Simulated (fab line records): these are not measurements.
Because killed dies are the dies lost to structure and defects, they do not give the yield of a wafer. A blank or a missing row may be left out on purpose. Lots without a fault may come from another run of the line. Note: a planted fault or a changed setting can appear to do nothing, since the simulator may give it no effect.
fab line records ; flow n5Finfet
[record] lots = 12; wafers = 34; lastDay = 19
route steps=1938 shown BEOL_M3@1003 BEOL_M4@1021
lots untouched by any fault: they come from a run of this same line in which no faults occurred
startH: hours from the record's opening day to when the first of the lot's shown wafers began ; waitH: hours since the lot's step before ; " identical to the entry in the row above ; L1.1+2: several wafers, shown together as one row ; - no value present, or no start provided ; * or withheld: withheld ; < > ~ a bound
route shown NAME@n: names a module that has steps shown in the file, with the first one's number in the route ; usual: mean/standard deviation of fault-free wafers ; same: alike in all rows ; chamber/n: place in a boat ; sites: per-site readings ; _std_site: their standard deviation ; _edge_site: inner sites' mean taken away from outer sites' mean ; radiusMm: for every site, how far away it sits from the centre of the wafer ; mask NAME#n: copy n ; behind: the tool/chamber that last shaped the wafer ; hold: reason for holding the lot/hours on hold/outcome of the hold ; device: whichever transistor did not switch (one of n, p or np) ; end of line: the same wafers' tests at the end of the route ; a step without rows: its recipe alone ; killed: the dies lost at the first sort to structure and to defects; this is not the yield of the wafer ; map: the dies of a wafer, with x for killed, . for not killed, _ for no die there
set.NAME: the setting as run; set.NAME@STEP: as run at that earlier step ; model.NAME: the simulator's own value behind a step, which no gauge read
the route's steps for a sample of lots (tables are steps, rows are wafers)
services: when a tool's chamber went out of use (startH, in hours from the record's first day, below 0 if earlier), for how many hours, and the reason
[[steps]]
[step N5_BEOL_M3_ANNEAL_89]
[recipe] tempC = 400; timeS = 240; ambient = vacuum
[usual] heaterPowerW = 841/110
lot.wafer;tool;chamber;startH;waitH;heaterPowerW
L355.3;pvdSputter-02;-;181.43;0.0;913
L355.5;pvdSputter-02;-;181.43;0.0;1001
L355.6;pvdSputter-02;-;181.43;0.0;794
L356.1;pvdSputter-01;-;182.00;0.0;873
L356.2;pvdSputter-01;-;182.00;0.0;552
L356.3;pvdSputter-01;-;182.00;0.0;886
L357.2;pvdSputter-02;-;196.37;0.0;960
L357.4;pvdSputter-02;-;196.37;0.0;831
L357.6;pvdSputter-02;-;196.37;0.0;838
L359.2;pvdSputter-03;-;201.35;0.0;758
L359.3;pvdSputter-03;-;201.35;0.0;746
L359.5;pvdSputter-03;-;201.35;0.0;850
L358.1;pvdSputter-03;-;204.55;0.0;748
L358.2;pvdSputter-03;-;204.55;0.0;834
L358.6;pvdSputter-03;-;204.55;0.0;833
L361.2;pvdSputter-03;-;227.53;0.0;949
L361.3;pvdSputter-03;-;227.53;0.0;762
L361.5;pvdSputter-03;-;227.53;0.0;744
L366.2;pvdSputter-02;-;253.63;0.0;1006
L366.5;pvdSputter-02;-;253.63;0.0;777
L366.6;pvdSputter-02;-;253.63;0.0;926
L365.1;pvdSputter-02;-;263.85;0.0;829
L365.2;pvdSputter-02;-;263.85;0.0;1049
L365.6;pvdSputter-02;-;263.85;0.0;848
L370.4;pvdSputter-02;-;278.97;0.0;847
L371.1;pvdSputter-01;-;289.75;2.1;869
L371.2;pvdSputter-01;-;289.75;2.1;874
L371.4;pvdSputter-01;-;289.75;2.1;884
L372.1;pvdSputter-01;-;300.51;0.0;886
L372.2;pvdSputter-01;-;300.51;0.0;859
L372.3;pvdSputter-01;-;300.51;0.0;544
L375.1;pvdSputter-03;-;324.98;0.0;832
L375.5;pvdSputter-03;-;324.98;0.0;838
L375.6;pvdSputter-03;-;324.98;0.0;734
[step N5_BEOL_M3_ANNEAL_93]
[recipe] tempC = 400; timeS = 240; ambient = vacuum
[usual] heaterPowerW = 841/110
lot.wafer;tool;chamber;startH;waitH;heaterPowerW
L355.3;pvdSputter-02;-;181.87;0.0;910
L355.5;pvdSputter-02;-;181.87;0.0;1047
L355.6;pvdSputter-02;-;181.87;0.0;804
L356.1;pvdSputter-01;-;182.44;0.0;885
L356.2;pvdSputter-01;-;182.44;0.0;555
L356.3;pvdSputter-01;-;182.44;0.0;897
L357.2;pvdSputter-02;-;196.81;0.0;926
L357.4;pvdSputter-02;-;196.81;0.0;810
L357.6;pvdSputter-02;-;196.81;0.0;836
L359.2;pvdSputter-03;-;201.79;0.0;753
L359.3;pvdSputter-03;-;201.79;0.0;738
L359.5;pvdSputter-03;-;201.79;0.0;837
L358.1;pvdSputter-03;-;204.99;0.0;729
L358.2;pvdSputter-03;-;204.99;0.0;845
L358.6;pvdSputter-03;-;204.99;0.0;843
L361.2;pvdSputter-03;-;227.97;0.0;938
L361.3;pvdSputter-03;-;227.97;0.0;753
L361.5;pvdSputter-03;-;227.97;0.0;739
L366.2;pvdSputter-02;-;254.07;0.0;1045
L366.5;pvdSputter-02;-;254.07;0.0;798
L366.6;pvdSputter-02;-;254.07;0.0;904
L365.1;pvdSputter-02;-;264.29;0.0;826
L365.2;pvdSputter-02;-;264.29;0.0;1037
L365.6;pvdSputter-02;-;264.29;0.0;857
L370.4;pvdSputter-02;-;279.41;0.0;858
L371.1;pvdSputter-01;-;290.19;0.0;880
L371.2;pvdSputter-01;-;290.19;0.0;843
L371.4;pvdSputter-01;-;290.19;0.0;913
L372.1;pvdSputter-01;-;300.95;0.0;881
L372.2;pvdSputter-01;-;300.95;0.0;846
L372.3;pvdSputter-01;-;300.95;0.0;558
L375.1;pvdSputter-03;-;325.42;0.0;852
L375.5;pvdSputter-03;-;325.42;0.0;847
L375.6;pvdSputter-03;-;325.42;0.0;743
[step N5_BEOL_M4_ILD_DEP_00]
[recipe] material = SiOC; targetThkA = 790; tempC = 350; precursor = DEMS/O2; pressureTorr = 5; rfW = 500; timeS = 15.3
[usual] heaterPowerW = 465/60; showerheadPlenumPTorr = 5.695/0.015; showerheadVppV = 1345/40; throttleValvePct = 12.0/0.6
lot.wafer;tool;chamber;startH;waitH;heaterPowerW;showerheadPlenumPTorr;showerheadVppV;throttleValvePct
L355.3;pecvd-04;0;188.05;0.0;410;5.670;1341;11.9
L355.5;pecvd-04;2;188.05;0.0;403;5.701;1321;11.9
L355.6;pecvd-04;0;188.05;0.0;409;5.659;1330;12.1
L356.1;pecvd-02;0;188.29;0.0;500;5.667;1399;12.8
L356.2;pecvd-02;1;188.29;0.0;523;5.686;1338;11.6
L356.3;pecvd-02;2;188.29;0.0;469;5.683;1304;10.9
L357.2;pecvd-04;2;200.47;0.0;398;5.710;1337;12.0
L357.4;pecvd-04;2;200.47;0.0;397;5.685;1327;11.7
L357.6;pecvd-04;0;200.47;0.0;433;5.668;1344;12.0
L359.2;pecvd-03;0;204.34;0.0;478;5.720;1341;13.0
L359.3;pecvd-03;1;204.34;0.0;439;5.714;1268;11.8
L359.5;pecvd-03;0;204.34;0.0;514;5.705;1324;13.0
L358.1;pecvd-04;2;207.63;0.0;401;5.695;1294;11.6
L358.2;pecvd-04;0;207.63;0.0;437;5.683;1340;11.9
L358.6;pecvd-04;0;207.63;0.0;444;5.690;1363;12.1
L361.2;pecvd-03;0;230.54;0.0;529;5.709;1321;13.1
L361.3;pecvd-03;0;230.54;0.0;563;5.706;1323;13.2
L361.5;pecvd-03;0;230.54;0.0;554;5.699;1320;13.0
L366.2;pecvd-02;2;255.82;0.0;480;5.671;1294;11.2
L366.5;pecvd-02;1;255.82;0.0;596;5.707;1337;11.8
L366.6;pecvd-02;0;255.82;0.0;524;5.686;1382;12.9
L365.1;pecvd-03;2;265.78;0.0;399;5.707;1365;10.6
L365.2;pecvd-03;1;265.78;0.0;389;5.695;1283;11.8
L365.6;pecvd-03;0;265.78;0.0;554;5.709;1315;13.1
L370.4;pecvd-03;0;280.99;0.1;564;5.700;1324;13.1
L371.1;pecvd-02;1;291.66;0.0;505;5.693;1305;11.7
L371.2;pecvd-02;2;291.66;0.0;586;5.677;1345;11.3
L371.4;pecvd-02;0;291.66;0.0;574;5.682;1416;12.7
L372.1;pecvd-02;1;302.46;0.0;593;5.704;1354;11.7
L372.2;pecvd-02;2;302.46;0.0;540;5.671;1305;11.1
L372.3;pecvd-02;0;302.46;0.0;539;5.684;1358;12.6
L375.1;pecvd-04;1;326.89;0.0;461;5.710;1403;12.3
L375.5;pecvd-04;1;326.89;0.0;471;5.719;1426;12.5
L375.6;pecvd-04;2;326.89;0.0;428;5.711;1310;11.9
[step N5_BEOL_M4_THK_MEAS_01]
[recipe] reads = SiOC_of_BEOL_M4_ILD_DEP_00
[usual] M4_ILD_THK = 78.7/0.97
lot.wafer;tool;chamber;startH;waitH;M4_ILD_THK[nm]
L355.3;filmMetro-02;-;188.12;0.1;79.3
L355.5;filmMetro-02;-;188.12;0.1;78.8
L355.6;filmMetro-02;-;188.12;0.1;80.2
L356.1;filmMetro-02;-;188.36;0.1;78.8
L356.2;filmMetro-02;-;188.36;0.1;77.3
L356.3;filmMetro-02;-;188.36;0.1;77.4
L357.2;filmMetro-01;-;200.54;0.1;78.9
L357.4;filmMetro-01;-;200.54;0.1;79.8
L357.6;filmMetro-01;-;200.54;0.1;79.1
L359.2;filmMetro-01;-;204.43;0.1;77.5
L359.3;filmMetro-01;-;204.43;0.1;78.5
L359.5;filmMetro-01;-;204.43;0.1;79.0
L358.1;filmMetro-01;-;207.70;0.0;77.8
L358.2;filmMetro-01;-;207.70;0.0;78.3
L358.6;filmMetro-01;-;207.70;0.0;79.7
L361.2;filmMetro-02;-;230.63;0.1;79.4
L361.3;filmMetro-02;-;230.63;0.1;80.3
L361.5;filmMetro-02;-;230.63;0.1;79.4
L366.2;filmMetro-02;-;255.88;0.1;77.6
L366.5;filmMetro-02;-;255.88;0.1;78.1
L366.6;filmMetro-02;-;255.88;0.1;79.9
L365.1;filmMetro-01;-;265.85;0.0;79.8
L365.2;filmMetro-01;-;265.85;0.0;79.3
L365.6;filmMetro-01;-;265.85;0.0;91.9
L370.4;filmMetro-02;-;281.04;0.0;91.3
L371.1;filmMetro-01;-;291.72;0.0;77.9
L371.2;filmMetro-01;-;291.72;0.0;78.0
L371.4;filmMetro-01;-;291.72;0.0;79.8
L372.1;filmMetro-01;-;302.53;0.0;77.6
L372.2;filmMetro-01;-;302.53;0.0;78.1
L372.3;filmMetro-01;-;302.53;0.0;79.9
L375.1;filmMetro-01;-;326.96;0.0;78.1
L375.5;filmMetro-01;-;326.96;0.0;78.7
L375.6;filmMetro-01;-;326.96;0.0;78.4
[step N5_BEOL_M4_PECVD_72]
[recipe] material = SiO2; targetThkA = 160; tempC = 400; precursor = TEOS/O2; pressureTorr = 5.5; rfW = 450; teosFlowSccm = 53.8; gas = O2; flowSccm = 3000; timeS = 18
[usual] heaterPowerW = 709/83; showerheadPlenumPTorr = 8.79/0.056; showerheadVppV = 1272/36; throttleValvePct = 22.6/1.2
lot.wafer;tool;chamber;startH;waitH;heaterPowerW;showerheadPlenumPTorr;showerheadVppV;throttleValvePct
L355.3;pecvd-04;1;188.15;0.0;722;8.86;1330;23.1
L355.5;pecvd-04;2;188.15;0.0;694;8.81;1271;22.2
L355.6;pecvd-04;0;188.15;0.0;584;8.68;1233;22.5
L356.1;pecvd-04;1;188.40;0.0;695;8.86;1343;23.6
L356.2;pecvd-04;0;188.40;0.0;581;8.68;1295;22.4
L356.3;pecvd-04;2;188.40;0.0;669;8.82;1251;22.3
L357.2;pecvd-02;1;200.58;0.0;725;8.80;1270;21.9
L357.4;pecvd-02;1;200.58;0.0;737;8.79;1262;21.7
L357.6;pecvd-02;0;200.58;0.0;780;8.75;1310;24.0
L359.2;pecvd-03;0;204.46;0.0;729;8.79;1256;24.1
L359.3;pecvd-03;1;204.46;0.0;642;8.81;1196;22.2
L359.5;pecvd-03;0;204.46;0.0;732;8.85;1300;24.0
L358.1;pecvd-03;0;207.74;0.0;727;8.85;1285;24.3
L358.2;pecvd-03;1;207.74;0.0;579;8.83;1232;22.4
L358.6;pecvd-03;0;207.74;0.0;721;8.83;1272;24.1
L361.2;pecvd-02;0;230.66;0.0;803;8.75;1315;24.3
L361.3;pecvd-02;2;230.66;0.0;831;8.70;1266;20.5
L361.5;pecvd-02;1;230.66;0.0;845;8.83;1270;21.7
L366.2;pecvd-04;0;255.92;0.0;580;8.71;1291;22.5
L366.5;pecvd-04;2;255.92;0.0;653;8.83;1238;22.5
L366.6;pecvd-04;0;255.92;0.0;570;8.70;1295;22.5
L365.1;pecvd-02;1;265.89;0.0;840;8.80;1272;21.6
L365.2;pecvd-02;0;265.89;0.0;774;8.74;1310;24.0
L365.6;pecvd-02;2;265.89;0.0;722;8.70;1250;20.8
L370.4;pecvd-02;1;281.09;0.1;882;8.81;1271;21.8
L371.1;pecvd-04;0;291.76;0.0;641;8.71;1290;22.4
L371.2;pecvd-04;1;291.76;0.0;693;8.88;1319;23.5
L371.4;pecvd-04;0;291.76;0.0;656;8.71;1287;22.3
L372.1;pecvd-03;2;302.57;0.0;681;8.78;1292;20.0
L372.2;pecvd-03;0;302.57;0.0;699;8.85;1255;24.7
L372.3;pecvd-03;1;302.57;0.0;620;8.82;1220;22.4
L375.1;pecvd-03;1;327.00;0.0;679;8.83;1207;22.1
L375.5;pecvd-03;2;327.00;0.0;688;8.79;1303;20.3
L375.6;pecvd-03;0;327.00;0.0;752;8.82;1264;24.8
[[services]]
tool;chamber;startH;hours;kind
pecvd-04;0;157.67;2.1;scheduledDown
pvdSputter-03;-;168.35;2.5;repair
pecvd-03;2;172.77;6.1;repair
pecvd-03;2;178.89;2.1;scheduledDown
pecvd-04;1;192.15;2.1;scheduledDown
pecvd-02;2;194.93;2.1;scheduledDown
pecvd-03;2;202.38;-;clean
pecvd-03;2;202.38;-;consumableReplace:showerhead
pecvd-03;2;202.38;29.0;scheduledDown
pecvd-03;2;202.38;29.0;ventCycle
pecvd-02;-;250.45;0.5;repair
pvdSputter-03;-;256.81;10.5;repair
pecvd-04;-;289.15;1.3;repair
pecvd-04;-;292.24;0.7;repair
pecvd-02;0;315.02;2.1;scheduledDown
pecvd-02;-;318.23;2.8;pm
[[key]]
[firstSign] step = N5_BEOL_M4_THK_MEAS_01; reading = M4_ILD_THK; direction = up; sigmas = 13; usual = 78.7; struck = 91.6
effect none on later readings
metAt N5_BEOL_M4_ILD_DEP_00
struckLots L365,L370
struckWafers L365.6,L370.4
testerLeftOut L370
notActingAt N5_BEOL_M3_ANNEAL_89,N5_BEOL_M3_ANNEAL_93,N5_BEOL_M4_PECVD_72
onsetBetween 230.54 265.78
[earlierFault] kind = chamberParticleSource; tool = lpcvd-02; chamber = 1; onsetH = 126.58; steps = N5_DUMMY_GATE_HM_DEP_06; ratePerVisitCm2 = 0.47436; endH = 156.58
[fault] kind = processParameterDrift; tool = pecvd-03; chamber = 0; onsetH = 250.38; steps = N5_BEOL_M4_ILD_DEP_00; channel = timeS; offset = *; shape = step; endH = 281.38; actsIn = *; stated = *
// testerLeftOut: of these lots the tester's yield and bins aren't shown, on N5 and GAA mostly nor the transistor test; their killed dies are dies lost to structure and defects alone, not to doping, threshold or leakage, so they don't give the yield
